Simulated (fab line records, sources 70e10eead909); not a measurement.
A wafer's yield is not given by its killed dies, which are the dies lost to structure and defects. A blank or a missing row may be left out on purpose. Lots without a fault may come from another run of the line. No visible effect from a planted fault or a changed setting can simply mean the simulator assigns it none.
A lot that was struck, set against a sound lot | flow nand-harc | 17 out of 1159 route steps
Sound: these wafers, L417.3, L417.5, L417.6. Wafers L429.1, L429.2, L429.3 were the ones struck. Last of all comes the cause.
Order at every step that has rows: each side's tool, ch and its chambers, its first start. Under that, the readings that differ: sound wafers | struck wafers | difference of the means | sigmas: that difference in standard deviations of wafers without a fault.
alike: a reading whose means differ by less than 2 such deviations, as well as words and numbers matching on both sides. not compared: withheld readings; readings where some wafer has no value; bounds like >300 that might hide an equal value; numbers whose values overlap and for which the record gives no deviation.
A row with sigmas, a row that says differs or no value, or rows on one side alone: a step with any of these is where the two part. Non-overlapping numbers with no deviation appear without sigmas and do not part them. A reading that every wafer of one side lacks parts them only if that side has two wafers or more.

NHARC_P_ZERO_WELL_CD_MEAS_11: target cd 500 nm.
  sound on cd-sem-01 ch 0, day 1 19:14; struck on cd-sem-03 ch 0, day 4 19:08
  alike: cd-nm
then, 1 step without rows for these wafers: NHARC_P_ZERO_WELL_HARDBAKE_12 (time 65 s).
NHARC_P_ZERO_WELL_DESCUM_13: chemistry O2, time 3 s.
  sound on rie-diel-01 ch 0,1,2, day 1 19:25; struck on rie-diel-13 ch 0,1,2, day 4 19:17
  alike: drypump-motor-current-A, oes-product-au, rf-vpp-V, showerhead-plenum-p-Torr, throttle-valve-pct
  not compared: rf-hours-counter-h
NHARC_P_ZERO_WELL_ETCH_65: etches the open film in N2/H2, target depth 80 nm, overetch 24 nm, time 87.88 s.
  sound on rie-diel-01 ch 1,2, day 1 19:29; struck on rie-diel-13 ch 0,1,2, day 4 19:23
  alike: drypump-motor-current-A, oes-product-au, rf-vpp-V, showerhead-plenum-p-Torr, throttle-valve-pct
  not compared: rf-hours-counter-h
NHARC_P_ZERO_WELL_ETCH_62: etches the open film in CHF3/Ar, target depth 13 nm, time 6.5 s.
  sound on rie-diel-01 ch 0,3; struck on rie-diel-13 ch 0,1,2
  reading               | sound             | struck            | difference | sigmas
  oes-product-au (a.u.) | 0.930 0.913 0.933 | 0.968 0.964 0.959 | +0.038     | +2
  alike: drypump-motor-current-A, rf-vpp-V, showerhead-plenum-p-Torr, throttle-valve-pct
  not compared: rf-hours-counter-h
NHARC_P_ZERO_WELL_ETCH_63: etches the open film in HBr/Cl2, target depth 120 nm, time 40.1 s.
  sound on rie-si-02 ch 0,1,3, day 1 19:43; struck on rie-si-02 ch 0,1,2, day 4 19:35
  alike: drypump-motor-current-A, oes-product-au, throttle-valve-pct
  not compared: rf-hours-counter-h
then, 6 steps without rows for these wafers: NHARC_P_ZERO_WELL_STRIP_15 (strips in SPM, time 900 s); NHARC_P_ZERO_WELL_DEHYDRATE_16 (time 120 s); NHARC_P_ZERO_WELL_HMDS_17 (time 30 s); NHARC_P_ZERO_WELL_COAT_18; NHARC_P_ZERO_WELL_SOFTBAKE_19 (time 95 s); NHARC_P_ZERO_WELL_EBR_20.
NHARC_P_ZERO_WELL_EXPOSE_21: exposes mask P NWELL, target cd 720 nm.
  sound on krf-scanner-01 ch 0, day 1 20:27; struck on krf-scanner-03 ch 0, day 4 20:13
  reading | sound                         | struck                        | difference | sigmas
  mask    | P_NWELL#0 P_NWELL#0 P_NWELL#0 | P_PWELL#0 P_PWELL#0 P_PWELL#0 | differs    |
then, 2 steps without rows for these wafers: NHARC_P_ZERO_WELL_PEB_22 (peb time 85 s); NHARC_P_ZERO_WELL_DEVELOP_23 (time 70 s).
NHARC_P_ZERO_WELL_CD_MEAS_24: target cd 720 nm.
  sound on cd-sem-01 ch 0, day 1 20:36; struck on cd-sem-03 ch 0, day 4 20:23
  reading    | sound             | struck | difference                    | sigmas
  cd-nm (nm) | 723.0 722.5 719.5 | - - -  | no value on the struck wafers |
then, 1 step without rows for these wafers: NHARC_P_ZERO_WELL_HARDBAKE_25 (time 80 s).

WHERE THEY PART
Earliest at NHARC_P_ZERO_WELL_ETCH_62; latest, in this record, at NHARC_P_ZERO_WELL_CD_MEAS_24.

WHY: the cause the simulator had injected
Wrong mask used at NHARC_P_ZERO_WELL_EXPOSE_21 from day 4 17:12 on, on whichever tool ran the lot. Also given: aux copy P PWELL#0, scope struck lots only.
